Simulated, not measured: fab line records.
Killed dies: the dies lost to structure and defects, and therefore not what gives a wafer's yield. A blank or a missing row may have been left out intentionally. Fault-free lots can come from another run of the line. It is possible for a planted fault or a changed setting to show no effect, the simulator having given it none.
Split-lot trial ; flow n5_finfet ; 7 lots, 21 wafers read, on a route of 1938 steps

## ON THE SPLIT
At N5_BEOL_M1_COAT_62 (time 60 s, resist thk 12 nm), the setting spin_rpm was moved away from the recipe's 1500 rpm on 11 of the 21 wafers read, by -10.7% to +6.8%. All remaining wafers had this setting at the recipe value.

## FROM THE SPLIT TO THE READING: what the file shows between them, 5 steps
- N5_BEOL_M1_COAT_73: time 60 s, resist thk 5 nm
- N5_BEOL_M1_COAT_05: resist thk 30 nm
- N5_BEOL_M1_DESCUM_16: chemistry O2, time 7 s
- N5_BEOL_M1_ETCH_74: etches underlayer in N2/H2, target depth 6.5 nm, time 5.2 s
- N5_BEOL_M1_ETCH_63: etches SiARC in CF4, target depth 15.6 nm, time 26 s

## THE READING
SiARC_of_BEOL_M1_COAT_62.thk_nm (the simulator's own value, which no gauge read), in nm, at N5_BEOL_M1_ETCH_64 (etches SOC in N2/H2, target depth 75 nm, overetch 15 nm, time 112.5 s). No usual value for it is given in the file. Across the 10 wafers here that went through the recipe, the average is 6.8 nm and the standard deviation 0.11 nm.

wafer;tool, chamber at the split;spin_rpm as run, rpm;against the recipe;SiARC_of_BEOL_M1_COAT_62.thk_nm, nm;against lot-mates on the recipe
L074.2;litho_track-02, 0;1500;recipe;6.6;-
L074.3;litho_track-02, 0;1357;-9.5%;7.6;+0.9
L074.4;litho_track-02, 0;1500;recipe;6.8;-
L076.1;litho_track-02, 0;1500;recipe;6.8;-
L076.2;litho_track-02, 0;1374;-8.4%;7.4;+0.6
L076.5;litho_track-02, 0;1374;-8.4%;7.2;+0.4
L084.3;litho_track-02, 0;1410;-6.0%;7.2;+0.2
L084.5;litho_track-02, 0;1410;-6.0%;7;+0.0
L084.6;litho_track-02, 0;1500;recipe;7;-
L085.1;litho_track-02, 0;1500;recipe;6.8;-
L085.5;litho_track-02, 0;1500;recipe;6.8;-
L085.6;litho_track-02, 0;1500;recipe;7;-
L092.1;litho_track-01, 0;1602;+6.8%;6.6;-0.2
L092.2;litho_track-01, 0;1500;recipe;6.8;-
L092.3;litho_track-01, 0;1602;+6.8%;6.4;-0.4
L093.2;litho_track-01, 0;1339;-10.7%;7.4;+0.6
L093.3;litho_track-01, 0;1500;recipe;6.8;-
L093.4;litho_track-01, 0;1339;-10.7%;7.6;+0.8
L091.1;litho_track-05, 0;1500;recipe;6.8;-
L091.5;litho_track-05, 0;1598;+6.5%;6.4;-0.4
L091.6;litho_track-05, 0;1598;+6.5%;6.4;-0.4

FIT RESULTS
A straight line over all 21 wafers: SiARC_of_BEOL_M1_COAT_62.thk_nm changes by -0.0604 nm for each +1% of spin_rpm; r = -0.95; the points scatter about the line by 0.12 nm.
The same after taking each lot's own level away (the mean of its wafers on the recipe; 21 wafers): -0.0594 nm for each +1%; r = -0.92; scatter 0.14 nm.
According to that fit, moving spin_rpm by its largest amount changes the reading by 0.64 nm.
Measured against the standard deviation above, the lots' own levels, which go from 6.70 to 7.00 nm, span 2.8 times it.
Hence the lot-to-lot level has little effect on the slope; both slopes agree.
Check: +0.653 nm against its lot-mates is what the line predicts for one of the wafers moved furthest among these (-10.7%) when that wafer is left out of the fit. It came out at +0.6 nm against them.

## THESE WAFERS: OTHER SPLITS
Note: prior to the reading, these wafers also went through further splits. Each is held against what the fit with the lots' levels taken away leaves over:
other split on the same wafers;wafers away from the commonest value;r with SiARC_of_BEOL_M1_COAT_62.thk_nm (lot level and that fit taken away)
N5_BEOL_M0_SAQP_EXPOSE_37 dose_mj;7;-0.18
N5_BEOL_M1_HM_DEP_02 target_thk_a;9;-0.43

## THE WHOLE CHAIN: every reading that the file lists as answering this split, in the file's order
step;what it does;reading;change (the file's fit);r (the file's)
N5_BEOL_M1_COAT_62;time 60 s, resist thk 12 nm;SiARC_of_BEOL_M1_COAT_62.thk_nm (the simulator's own value, which no gauge read);-0.0674 nm for each +1% of the setting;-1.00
N5_BEOL_M1_ETCH_63;etches SiARC in CF4, target depth 15.6 nm, time 26 s;CAR-EUV_of_BEOL_M1_COAT_05.thk_nm (the simulator's own value, which no gauge read);+0.0547 nm for each +1% of the setting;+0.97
N5_BEOL_M1_ETCH_63;etches SiARC in CF4, target depth 15.6 nm, time 26 s;etch.depth_nm (the simulator's own value, which no gauge read);-0.0624 nm for each +1% of the setting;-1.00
N5_BEOL_M1_ETCH_64;etches SOC in N2/H2, target depth 75 nm, overetch 15 nm, time 112.5 s;SiARC_of_BEOL_M1_COAT_62.thk_nm (the simulator's own value, which no gauge read);-0.0636 nm for each +1% of the setting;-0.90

## THE FILE'S OWN FIT
SiARC_of_BEOL_M1_COAT_62.thk_nm changes by -0.0636 nm for each +1% of spin_rpm, r = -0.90.
